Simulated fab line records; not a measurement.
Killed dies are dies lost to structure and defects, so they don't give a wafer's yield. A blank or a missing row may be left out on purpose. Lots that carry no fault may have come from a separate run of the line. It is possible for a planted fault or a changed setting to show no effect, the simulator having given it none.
Which of the tools did it?	flow n5_finfet	72 wafers from 24 lots sampled at 6 of the route's 1938 steps

## WHAT THE GAUGES READ, wafer by wafer
No reading from a measuring or inspecting step in the record can be judged against a usual standard deviation.

## EACH LOT AND THE TOOL THAT RAN IT (in order: tool; ch and the chambers of the sampled wafers; start)
lot	N5_BEOL_M2_SPUTTER_81	N5_BEOL_M2_ANNEAL_91	N5_BEOL_M3_ETCH_74	N5_BEOL_M3_ETCH_69	N5_BEOL_M3_ETCH_70	N5_BEOL_M3_ANNEAL_49
L074	pvd_sputter-01, day 7 01:42	pvd_sputter-01, day 7 02:26	rie_diel-03 ch 1,3, day 7 08:04	rie_diel-03 ch 2,3, day 7 09:10	rie_diel-02 ch 0,1,3, day 7 11:53	pvd_sputter-02, day 7 15:13
L076	pvd_sputter-01, day 7 04:55	pvd_sputter-01, day 7 05:40	rie_diel-03 ch 0,1,2, day 7 08:44	rie_diel-01 ch 1,2, day 7 09:38	rie_diel-01 ch 0,2,3, day 7 22:01	pvd_sputter-03, day 8 01:06
L075	pvd_sputter-02, day 7 06:44	pvd_sputter-02, day 7 07:28	rie_diel-01 ch 1,2, day 7 12:38	rie_diel-01 ch 1,2, day 7 14:03	rie_diel-02 ch 0,3, day 8 03:07	pvd_sputter-03, day 8 04:28
L077	pvd_sputter-02, day 7 13:44	pvd_sputter-02, day 7 14:29	rie_diel-03 ch 1,2,3, day 7 18:07	rie_diel-02 ch 0,1,3, day 7 18:59	rie_diel-02 ch 1,3, day 8 07:30	pvd_sputter-03, day 8 09:23
L078	pvd_sputter-03, day 7 14:02	pvd_sputter-03, day 7 14:52	rie_diel-02 ch 1,3, day 7 18:27	rie_diel-02 ch 0,1,3, day 7 19:28	rie_diel-02 ch 1,2,3, day 8 09:17	pvd_sputter-01, day 8 11:20
L079	pvd_sputter-01, day 8 08:46	pvd_sputter-01, day 8 09:30	rie_diel-01 ch 0,1, day 8 12:37	rie_diel-03 ch 2,3, day 8 13:39	rie_diel-03 ch 0,1,3, day 8 14:54	pvd_sputter-02, day 8 16:37
L080	pvd_sputter-01, day 8 18:12	pvd_sputter-01, day 8 18:56	rie_diel-03 ch 2,3, day 8 22:18	rie_diel-01 ch 0,2,3, day 8 23:11	rie_diel-02 ch 2,3, day 9 04:32	pvd_sputter-01, day 9 06:12
L081	pvd_sputter-02, day 8 19:38	pvd_sputter-02, day 8 20:22	rie_diel-03 ch 0,2,3, day 9 01:03	rie_diel-03 ch 0,1,2, day 9 02:04	rie_diel-03 ch 1,3, day 9 04:40	pvd_sputter-02, day 9 06:34
L082	pvd_sputter-01, day 8 20:02	pvd_sputter-01, day 8 20:47	rie_diel-03 ch 1,2,3, day 9 01:16	rie_diel-01 ch 1,2, day 9 02:17	rie_diel-03 ch 0,1,2, day 9 06:10	pvd_sputter-02, day 9 09:08
L083	pvd_sputter-01, day 9 09:50	pvd_sputter-01, day 9 10:35	rie_diel-02 ch 2,3, day 9 13:39	rie_diel-01 ch 0,3, day 9 14:40	rie_diel-02 ch 1,2, day 9 17:03	pvd_sputter-01, day 9 18:37
L085	pvd_sputter-01, day 9 11:41	pvd_sputter-01, day 9 12:25	rie_diel-03 ch 0,1,3, day 9 15:09	rie_diel-01 ch 0,1,2, day 9 16:02	rie_diel-01 ch 1,3, day 9 17:31	pvd_sputter-01, day 9 20:27
L084	pvd_sputter-02, day 9 13:10	pvd_sputter-02, day 9 13:54	rie_diel-03 ch 0,1,2, day 9 18:20	rie_diel-01 ch 0,2, day 9 19:13	rie_diel-02 ch 0,1, day 9 22:40	pvd_sputter-03, day 10 00:22
L087	pvd_sputter-03, day 10 16:40	pvd_sputter-03, day 10 17:25	rie_diel-03 ch 0,2,3, day 10 20:46	rie_diel-03 ch 0,2,3, day 10 22:07	rie_diel-01 ch 0,2,3, day 10 22:21	pvd_sputter-01, day 10 23:59
L086	pvd_sputter-03, day 10 22:07	pvd_sputter-03, day 10 22:52	rie_diel-02 ch 1,3, day 11 03:01	rie_diel-03 ch 0,2,3, day 11 04:15	rie_diel-03 ch 0,1,2, day 11 07:18	pvd_sputter-03, day 11 08:57
L089	pvd_sputter-02, day 11 00:36	pvd_sputter-02, day 11 01:20	rie_diel-02 ch 0,1,2, day 11 04:37	rie_diel-01 ch 0,2,3, day 11 05:30	rie_diel-01 ch 0,2,3, day 11 07:21	pvd_sputter-01, day 11 09:14
L088	pvd_sputter-01, day 11 06:01	pvd_sputter-01, day 11 06:45	rie_diel-01 ch 1,2, day 11 11:23	rie_diel-02 ch 0,1,2, day 11 12:24	rie_diel-01 ch 0,1,2, day 11 12:39	pvd_sputter-03, day 11 14:07
L090	pvd_sputter-02, day 11 09:17	pvd_sputter-02, day 11 10:02	rie_diel-03 ch 0,1,2, day 11 12:32	rie_diel-02 ch 0,1,2, day 11 13:37	rie_diel-01 ch 2,3, day 11 13:51	pvd_sputter-01, day 11 15:04
L094	pvd_sputter-02, day 12 09:05	pvd_sputter-02, day 12 09:49	rie_diel-02 ch 1,2,3, day 12 17:08	rie_diel-02 ch 1,2,3, day 12 18:02	rie_diel-01 ch 0,1,3, day 13 09:16	pvd_sputter-02, day 13 11:11
L091	pvd_sputter-03, day 12 11:02	pvd_sputter-03, day 12 11:47	rie_diel-02 ch 1,2,3, day 12 17:44	rie_diel-03 ch 0,2,3, day 12 18:37	rie_diel-01 ch 0,1, day 13 03:35	pvd_sputter-02, day 13 05:27
L095	pvd_sputter-03, day 12 12:55	pvd_sputter-03, day 12 13:40	rie_diel-01 ch 1,2,3, day 12 17:58	rie_diel-02 ch 1,2,3, day 12 19:01	rie_diel-02 ch 1,2, day 13 12:28	pvd_sputter-01, day 13 13:56
L093	pvd_sputter-02, day 12 13:22	pvd_sputter-02, day 12 14:07	rie_diel-02 ch 1,3, day 12 18:08	rie_diel-01 ch 0,3, day 12 19:04	rie_diel-02 ch 2,3, day 13 04:44	pvd_sputter-02, day 13 07:22
L092	pvd_sputter-03, day 12 14:48	pvd_sputter-03, day 12 15:32	rie_diel-03 ch 0,2,3, day 12 18:59	rie_diel-01 ch 0,2,3, day 12 19:52	rie_diel-01 ch 1,2,3, day 13 15:24	pvd_sputter-03, day 13 16:58
L096	pvd_sputter-02, day 12 15:53	pvd_sputter-02, day 12 16:38	rie_diel-03 ch 0,3, day 12 20:24	rie_diel-02 ch 0,1, day 12 21:25	rie_diel-03 ch 1,2,3, day 13 15:35	pvd_sputter-03, day 13 19:06
L097	pvd_sputter-03, day 13 10:43	pvd_sputter-03, day 13 11:28	rie_diel-03 ch 1,2,3, day 13 14:02	rie_diel-01 ch 0,1,2, day 13 15:03	rie_diel-03 ch 0,1,2, day 13 20:25	pvd_sputter-01, day 13 23:32
- N5_BEOL_M2_SPUTTER_81: material Cu, target thk 4.5 nm, time 8.29 s.
- N5_BEOL_M2_ANNEAL_91: time 240 s.
- N5_BEOL_M3_ETCH_74: etches underlayer in N2/H2, target depth 6.5 nm, time 5.2 s.
- N5_BEOL_M3_ETCH_69: etches SiARC in CF4, target depth 15.6 nm, time 26 s.
- N5_BEOL_M3_ETCH_70: etches SOC in N2/H2, target depth 80 nm, overetch 16 nm, time 120 s.
- N5_BEOL_M3_ANNEAL_49: time 240 s.

## WHAT THE TOOLS THEMSELVES READ (means of the sampled wafers that have a number; where no wafer has one, the mark that the record gives instead)
N5_BEOL_M2_SPUTTER_81.
lot	tool	throttle_valve_pct (%)
L074	pvd_sputter-01	30.4
L076	pvd_sputter-01	30.7
L075	pvd_sputter-02	29.0
L077	pvd_sputter-02	28.9
L078	pvd_sputter-03	30.6
L079	pvd_sputter-01	31.5
L080	pvd_sputter-01	30.9
L081	pvd_sputter-02	29.1
L082	pvd_sputter-01	31.3
L083	pvd_sputter-01	31.2
L085	pvd_sputter-01	30.8
L084	pvd_sputter-02	29.4
L087	pvd_sputter-03	30.8
L086	pvd_sputter-03	31.0
L089	pvd_sputter-02	29.1
L088	pvd_sputter-01	30.8
L090	pvd_sputter-02	29.2
L094	pvd_sputter-02	29.0
L091	pvd_sputter-03	30.3
L095	pvd_sputter-03	31.3
L093	pvd_sputter-02	29.2
L092	pvd_sputter-03	30.7
L096	pvd_sputter-02	29.4
L097	pvd_sputter-03	30.7

N5_BEOL_M2_ANNEAL_91.
lot	tool	heater_power_w (W)
L074	pvd_sputter-01	889
L076	pvd_sputter-01	904
L075	pvd_sputter-02	849
L077	pvd_sputter-02	819
L078	pvd_sputter-03	792
L079	pvd_sputter-01	840
L080	pvd_sputter-01	813
L081	pvd_sputter-02	827
L082	pvd_sputter-01	820
L083	pvd_sputter-01	812
L085	pvd_sputter-01	811
L084	pvd_sputter-02	835
L087	pvd_sputter-03	849
L086	pvd_sputter-03	838
L089	pvd_sputter-02	856
L088	pvd_sputter-01	794
L090	pvd_sputter-02	855
L094	pvd_sputter-02	800
L091	pvd_sputter-03	753
L095	pvd_sputter-03	840
L093	pvd_sputter-02	809
L092	pvd_sputter-03	821
L096	pvd_sputter-02	879
L097	pvd_sputter-03	846

N5_BEOL_M3_ETCH_74.
lot	tool	drypump_motor_current_A (A)	etch_rf_on_time_s (s)	oes_product_au (a.u.)	rf_vpp_V (V)	showerhead_plenum_p_Torr (Torr)	throttle_valve_pct (%)
L074	rie_diel-03	6.5	5.01	0.75	526.0	2.61	17.8
L076	rie_diel-03	5.6	5.16	0.65	525.4	2.58	17.8
L075	rie_diel-01	5.8	5.06	0.78	527.4	2.67	17.5
L077	rie_diel-03	6.2	5.14	0.68	525.7	2.60	17.8
L078	rie_diel-02	5.5	5.24	0.59	520.4	2.41	18.2
L079	rie_diel-01	6.0	5.08	0.75	527.5	2.65	17.5
L080	rie_diel-03	6.1	5.07	0.69	523.5	2.57	17.7
L081	rie_diel-03	5.8	5.08	0.70	525.1	2.56	17.6
L082	rie_diel-03	6.2	5.09	0.68	524.5	2.59	17.8
L083	rie_diel-02	6.3	5.19	0.66	520.9	2.44	18.0
L085	rie_diel-03	5.8	5.10	0.68	524.6	2.59	17.8
L084	rie_diel-03	5.6	5.17	0.63	525.0	2.57	17.9
L087	rie_diel-03	5.8	5.15	0.67	524.3	2.56	17.7
L086	rie_diel-02	5.9	5.29	0.58	520.5	2.42	18.1
L089	rie_diel-02	5.7	5.12	0.72	521.5	2.46	17.9
L088	rie_diel-01	5.7	5.01	0.73	527.0	2.63	17.7
L090	rie_diel-03	5.6	5.18	0.62	524.6	2.57	17.9
L094	rie_diel-02	5.9	5.23	0.64	520.2	2.43	18.0
L091	rie_diel-02	5.9	5.22	0.65	521.3	2.43	18.0
L095	rie_diel-01	5.6	5.08	0.74	525.5	2.59	17.5
L093	rie_diel-02	5.5	5.31	0.57	519.1	2.40	18.2
L092	rie_diel-03	5.8	5.15	0.66	522.9	2.55	17.6
L096	rie_diel-03	5.5	5.11	0.67	523.8	2.55	17.6
L097	rie_diel-03	6.2	5.17	0.65	525.1	2.58	17.9

N5_BEOL_M3_ETCH_69.
lot	tool	drypump_motor_current_A (A)	etch_rf_on_time_s (s)	oes_product_au (a.u.)	rf_vpp_V (V)	showerhead_plenum_p_Torr (Torr)	throttle_valve_pct (%)
L074	rie_diel-03	6.1	25.4	0.70	184.0	2.16	15.41
L076	rie_diel-01	5.7	25.8	0.76	185.1	2.21	15.28
L075	rie_diel-01	5.7	25.5	0.76	184.7	2.21	15.28
L077	rie_diel-02	5.7	26.1	0.66	183.5	2.06	15.68
L078	rie_diel-02	5.7	25.9	0.66	183.3	2.06	15.68
L079	rie_diel-03	6.3	25.2	0.74	184.7	2.17	15.34
L080	rie_diel-01	5.8	25.8	0.76	185.4	2.15	15.34
L081	rie_diel-03	5.6	25.8	0.65	184.6	2.17	15.63
L082	rie_diel-01	5.7	25.5	0.74	185.0	2.20	15.31
L083	rie_diel-01	5.7	25.4	0.78	184.4	2.12	15.24
L085	rie_diel-01	6.0	25.5	0.73	184.8	2.19	15.30
L084	rie_diel-01	6.2	25.8	0.70	183.4	2.16	15.42
L087	rie_diel-03	5.8	25.5	0.67	184.2	2.15	15.42
L086	rie_diel-03	5.8	25.6	0.67	184.2	2.15	15.42
L089	rie_diel-01	5.8	25.9	0.72	183.7	2.14	15.37
L088	rie_diel-02	5.7	25.4	0.72	182.7	2.08	15.65
L090	rie_diel-02	5.7	25.4	0.72	183.6	2.08	15.65
L094	rie_diel-02	5.9	26.0	0.64	182.6	2.06	15.81
L091	rie_diel-03	5.8	25.5	0.67	184.3	2.15	15.45
L095	rie_diel-02	5.9	26.0	0.64	183.3	2.06	15.81
L093	rie_diel-01	6.1	25.7	0.71	184.3	2.13	15.38
L092	rie_diel-01	5.9	25.4	0.72	182.9	2.14	15.40
L096	rie_diel-02	5.3	25.8	0.64	182.4	2.06	15.80
L097	rie_diel-01	6.0	25.8	0.70	184.8	2.18	15.37

N5_BEOL_M3_ETCH_70.
lot	tool	drypump_motor_current_A (A)	oes_product_au (a.u.)	rf_vpp_V (V)	showerhead_plenum_p_Torr (Torr)	throttle_valve_pct (%)
L074	rie_diel-02	5.7	0.60	521.9	2.44	17.9
L076	rie_diel-01	5.8	0.61	523.6	2.55	17.7
L075	rie_diel-02	6.0	0.59	521.2	2.44	17.9
L077	rie_diel-02	5.9	0.54	520.6	2.42	18.1
L078	rie_diel-02	5.9	0.61	521.0	2.44	18.0
L079	rie_diel-03	5.8	0.62	525.1	2.59	17.8
L080	rie_diel-02	6.3	0.66	522.1	2.47	17.8
L081	rie_diel-03	6.5	0.64	526.0	2.61	17.8
L082	rie_diel-03	5.6	0.57	525.0	2.58	17.8
L083	rie_diel-02	5.6	0.60	520.0	2.44	18.0
L085	rie_diel-01	5.5	0.71	525.6	2.55	17.2
L084	rie_diel-02	5.3	0.59	520.3	2.43	18.0
L087	rie_diel-01	5.9	0.65	524.3	2.54	17.5
L086	rie_diel-03	5.6	0.56	524.5	2.57	17.9
L089	rie_diel-01	5.8	0.65	523.5	2.54	17.5
L088	rie_diel-01	6.0	0.63	525.6	2.61	17.6
L090	rie_diel-01	5.5	0.67	523.6	2.52	17.4
L094	rie_diel-01	5.8	0.64	525.3	2.57	17.4
L091	rie_diel-01	6.0	0.63	525.3	2.64	17.5
L095	rie_diel-02	6.0	0.63	520.7	2.45	17.9
L093	rie_diel-02	6.3	0.63	522.0	2.46	17.9
L092	rie_diel-01	5.6	0.65	525.2	2.58	17.5
L096	rie_diel-03	6.1	0.57	524.0	2.58	17.9
L097	rie_diel-03	5.6	0.55	524.8	2.56	17.9

N5_BEOL_M3_ANNEAL_49.
lot	tool	heater_power_w (W)
L074	pvd_sputter-02	855
L076	pvd_sputter-03	872
L075	pvd_sputter-03	842
L077	pvd_sputter-03	805
L078	pvd_sputter-01	873
L079	pvd_sputter-02	805
L080	pvd_sputter-01	862
L081	pvd_sputter-02	843
L082	pvd_sputter-02	811
L083	pvd_sputter-01	911
L085	pvd_sputter-01	855
L084	pvd_sputter-03	870
L087	pvd_sputter-01	809
L086	pvd_sputter-03	831
L089	pvd_sputter-01	831
L088	pvd_sputter-03	801
L090	pvd_sputter-01	829
L094	pvd_sputter-02	883
L091	pvd_sputter-02	828
L095	pvd_sputter-01	814
L093	pvd_sputter-02	814
L092	pvd_sputter-03	776
L096	pvd_sputter-03	786
L097	pvd_sputter-01	806

## THE ANSWER, worked out from the rows above alone
Rule: the usual values come from the lots themselves. Put in order of their means at a reading, lots are off if they are a third of the lots or fewer, leave a main group of 4 or more, and stand apart from it by a gap of 3 or more times the standard deviation of the main group's means; of several such gaps the widest counts. A main group whose means are all the same, to the digits that the tables above print for the reading, isn't used. A lot without any number at a reading at which 4 lots or more have one is off too. Any other lot the step has rows for is counted as sound. First the gauges in route order, then the tools' own readings, where a lot's mean is used as printed above. The first step at which some lot is off is used, and at that step the reading that is off furthest; a lot without a number counts as furthest.
Nothing can be told from this: no lot is off at any reading shown.

## WHAT THE SIMULATOR PUT IN
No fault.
